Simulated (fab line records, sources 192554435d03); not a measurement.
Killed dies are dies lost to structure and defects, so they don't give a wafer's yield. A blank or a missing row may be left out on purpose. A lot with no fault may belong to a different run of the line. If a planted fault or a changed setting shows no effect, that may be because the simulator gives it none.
Matching of chambers    flow n5 finfet    N5_BEOL_M8_STRIP_67 on rie diel-03 has 4 sister chambers
The step strips in CF4. 24 wafers are shown with their chamber, then 12 later ones without.

## WAFERS, EACH WITH ITS CHAMBER
wafer   chamber  drypump motor current A (A)  showerhead plenum p Torr (Torr)  throttle valve pct (%)
L074.1  1        5.8                          1.84                             13.92
L074.2  2        4.9                          1.90                             13.45
L074.6  1        5.9                          1.84                             13.92
L077.2  2        4.9                          1.90                             13.47
L077.3  0        5.8                          1.81                             12.95
L077.5  2        5.0                          1.90                             13.45
L081.4  0        5.8                          1.81                             12.98
L081.5  2        4.9                          1.89                             13.50
L081.6  1        5.8                          1.84                             13.39
L082.1  2        4.9                          1.89                             13.49
L082.2  1        5.8                          1.84                             13.39
L082.4  0        5.8                          1.81                             12.98
L083.1  0        5.8                          1.81                             12.98
L083.4  1        5.9                          1.84                             13.39
L083.5  2        4.9                          1.89                             13.50
L080.3  0        5.9                          1.81                             12.98
L080.4  2        4.9                          1.89                             13.49
L080.5  1        5.8                          1.84                             13.39
L084.4  3        5.4                          1.81                             13.55
L084.5  2        4.9                          1.89                             13.50
L084.6  3        5.4                          1.81                             13.55
L089.2  2        4.9                          1.89                             13.56
L089.4  3        5.4                          1.80                             13.57
L089.5  1        5.8                          1.83                             13.42

SIGNATURES (averages over the wafers above)
reading                   chamber 0  chamber 1  chamber 2  chamber 3  scatter within a chamber
drypump motor current A   5.820      5.829      4.911      5.400      0.0395
showerhead plenum p Torr  1.8100     1.8386     1.8933     1.8067     0.0042
throttle valve pct        12.9740    13.5457    13.4900    13.5567    0.142
Rule: distance of a wafer from a chamber = root of the sum over the readings of ((wafer's reading minus chamber's mean) / reading's scatter) squared. If the next closest chamber is less than 2 further off than the closest, the wafer can't be placed; otherwise it belongs to the closest. How the scatter is found: for the shown wafers, subtract from each reading the mean of its chamber, square and add these, divide the total by (wafers less chambers), then take the root.

## WAFERS MISSING THEIR CHAMBER
wafer   drypump motor current A (A)  showerhead plenum p Torr (Torr)  throttle valve pct (%)
L092.1  4.9                          1.89                             13.56
L092.2  5.8                          1.83                             13.45
L092.3  5.8                          1.80                             13.01
L094.2  5.8                          1.80                             13.05
L094.3  5.8                          1.83                             13.46
L094.4  5.4                          1.80                             13.62
L097.2  5.8                          1.83                             13.46
L097.4  5.8                          1.80                             13.03
L097.6  4.9                          1.88                             13.57
L093.1  5.4                          1.80                             13.61
L093.2  5.8                          1.80                             13.03
L093.4  5.9                          1.83                             13.48

## THE CHAMBER EACH PASSED THROUGH
wafer   from the rows above  in truth
L092.1  2                    2
L092.2  1                    1
L092.3  0                    0
L094.2  0                    0
L094.3  1                    1
L094.4  3                    3
L097.2  1                    1
L097.4  0                    0
L097.6  2                    2
L093.1  3                    3
L093.2  0                    0
L093.4  1                    1
Placed correctly: 12 of 12. Number that these rows cannot place: 0. Wrongly placed: 0.
